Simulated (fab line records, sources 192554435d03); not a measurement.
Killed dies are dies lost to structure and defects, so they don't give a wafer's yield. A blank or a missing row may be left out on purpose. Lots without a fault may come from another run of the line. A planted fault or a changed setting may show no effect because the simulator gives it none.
Which tool did it? | flow n5_finfet | 12 lots, 36 wafers sampled, at 3 steps of a route of 1938

WHAT THE GAUGES READ, wafer by wafer
N5_BEOL_M13_THK_MEAS_01. Usual: M13_ILD_THK 839 nm, standard deviation 10.
lot  | measured     | on            | M13_ILD_THK (nm) | flag
L388 | day 11 02:37 | film_metro-02 | 826 842 836      |
L390 | day 11 18:16 | film_metro-02 | 836 843 834      |
L391 | day 12 01:34 | film_metro-01 | 830 833 842      |
L393 | day 12 03:28 | film_metro-01 | 826 843 853      |
L392 | day 12 03:37 | film_metro-01 | 840 832 854      |
L394 | day 12 12:38 | film_metro-02 | 832 844 838      |
L395 | day 12 12:53 | film_metro-02 | 832 835 842      |
L399 | day 14 04:10 | film_metro-01 | 824 845 847      |
L403 | day 14 22:50 | film_metro-01 | 838 836 851      |
L404 | day 15 05:51 | film_metro-02 | 859 847 843      |
L407 | day 16 00:32 | film_metro-02 | 841 831 850      |
L408 | day 16 09:34 | film_metro-01 | 823 843 836      |

N5_BEOL_M13_CD_MEAS_10: target cd 190 nm. Usual: cd_nm 189.8 nm, standard deviation 1.5.
lot  | measured     | on        | cd_nm (nm)        | flag
L388 | day 11 02:55 | cd_sem-01 | 190.2 189.4 187.0 |
L390 | day 11 18:34 | cd_sem-02 | 188.7 192.1 188.1 |
L391 | day 12 01:52 | cd_sem-03 | 188.3 189.6 190.3 |
L393 | day 12 03:47 | cd_sem-03 | 190.1 189.6 189.4 |
L392 | day 12 04:02 | cd_sem-02 | 192.3 192.4 192.1 |
L394 | day 12 13:04 | cd_sem-01 | 190.7 188.5 191.1 |
L395 | day 12 13:19 | cd_sem-02 | 191.0 189.5 190.9 |
L399 | day 14 04:28 | cd_sem-03 | 188.7 189.3 190.0 |
L403 | day 14 23:16 | cd_sem-01 | 189.5 189.9 189.2 |
L404 | day 15 06:09 | cd_sem-03 | 188.4 190.6 187.6 |
L407 | day 16 00:58 | cd_sem-03 | 188.2 188.2 190.2 |
L408 | day 16 09:52 | cd_sem-01 | 188.4 191.2 190.0 |

WHICH TOOL RAN EACH LOT (tool, then ch and the chambers of the sampled wafers, then the start)
lot  | N5_BEOL_M12_ANNEAL_48
L388 | rtp_anneal-02 ch 0, day 11 01:37
L390 | rtp_anneal-01 ch 0, day 11 17:22
L391 | rtp_anneal-01 ch 0, day 12 00:38
L393 | rtp_anneal-01 ch 0, day 12 02:32
L392 | rtp_anneal-02 ch 0, day 12 02:41
L394 | rtp_anneal-02 ch 0, day 12 11:25
L395 | rtp_anneal-02 ch 0, day 12 11:58
L399 | rtp_anneal-02 ch 0, day 14 03:14
L403 | rtp_anneal-02 ch 0, day 14 21:57
L404 | rtp_anneal-02 ch 0, day 15 04:58
L407 | rtp_anneal-01 ch 0, day 15 23:37
L408 | rtp_anneal-02 ch 0, day 16 08:41
- N5_BEOL_M12_ANNEAL_48: time 90 s.

WHAT THE TOOLS THEMSELVES READ (means of the sampled wafers that have a number; where no wafer has one, the mark that the record gives instead)
N5_BEOL_M12_ANNEAL_48. Usual: wafer_temp_C_max 226.02, standard deviation 0.27.
lot  | tool          | wafer_temp_C_max | flag
L388 | rtp_anneal-02 | 226.15           |
L390 | rtp_anneal-01 | 225.80           |
L391 | rtp_anneal-01 | 226.10           |
L393 | rtp_anneal-01 | 226.39           |
L392 | rtp_anneal-02 | 225.85           |
L394 | rtp_anneal-02 | 225.85           |
L395 | rtp_anneal-02 | 226.20           |
L399 | rtp_anneal-02 | 225.83           |
L403 | rtp_anneal-02 | 226.06           |
L404 | rtp_anneal-02 | 225.78           |
L407 | rtp_anneal-01 | 225.75           |
L408 | rtp_anneal-02 | 225.89           |

THE ANSWER, worked out from the rows above alone
Rule: a lot is off if the mean of its wafers that have a number lies more than 3 standard deviations from the usual mean. A lot without any number at a reading at which 4 lots or more have one is off too. The other lots that the step has rows for count as sound. The gauges are gone through in route order, then the tools' own readings, and for those a lot's mean is taken as printed above. The first step at which some lot is off is used, and at that step the reading that is off furthest; a lot without a number counts as furthest.
No lot is off at any reading shown: from this, nothing can be told.

WHAT THE SIMULATOR HAD PUT IN
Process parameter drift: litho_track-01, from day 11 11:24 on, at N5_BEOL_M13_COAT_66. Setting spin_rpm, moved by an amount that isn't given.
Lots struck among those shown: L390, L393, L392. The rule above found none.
